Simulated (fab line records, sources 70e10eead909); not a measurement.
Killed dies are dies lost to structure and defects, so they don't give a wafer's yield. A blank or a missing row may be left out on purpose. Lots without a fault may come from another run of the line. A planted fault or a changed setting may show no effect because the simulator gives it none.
Chamber matching | flow nand_harc | NHARC_P_M1_ETCH_35 on rie_diel-03: 4 sister chambers
The step etches the open film in N2/H2, target depth 40 nm, overetch 12 nm, time 43.94 s. 8 wafers are shown with their chamber, then 7 later ones without.

WAFERS WITH THEIR CHAMBER
wafer  | chamber | showerhead_plenum_p_Torr (Torr) | drypump_motor_current_A (A)
L078.4 | 1       | 1.96                            | 5.48
L085.4 | 1       | 1.96                            | 5.52
L084.6 | 2       | 2.13                            | 5.99
L087.2 | 0       | 2.17                            | 5.64
L087.3 | 3       | 2.01                            | 5.62
L087.4 | 2       | 2.13                            | 5.97
L089.3 | 3       | 2.00                            | 5.58
L089.5 | 0       | 2.17                            | 5.62

WAFERS WITHOUT THEIR CHAMBER
wafer  | showerhead_plenum_p_Torr (Torr) | drypump_motor_current_A (A)
L089.6 | 1.96                            | 5.50
L092.1 | 1.95                            | 5.53
L092.2 | 2.13                            | 5.98
L092.5 | 1.95                            | 5.54
L097.1 | 1.95                            | 5.47
L097.2 | 2.17                            | 5.67
L097.5 | 1.95                            | 5.47

WHICH CHAMBER EACH WENT THROUGH
wafer  | from the rows above | in truth
L089.6 | 1                   | 1
L092.1 | 1                   | 1
L092.2 | 2                   | 2
L092.5 | 1                   | 1
L097.1 | 1                   | 1
L097.2 | 0                   | 0
L097.5 | 1                   | 1
Placed correctly: 7 of 7. Can't be placed from these rows: 0. Placed wrongly: 0.
How it was worked out, from the rows above alone: a wafer's distance from a chamber is the root of the sum, over the readings, of the square of ((its reading less the chamber's mean) divided by the reading's scatter). The wafer belongs to the nearest chamber; if the next one is less than 2 further off, it can't be placed. A chamber's mean is the mean of its shown wafers. The scatter: the root of (the sum of the squares of (reading less its chamber's mean) over the shown wafers, divided by (wafers less chambers)).
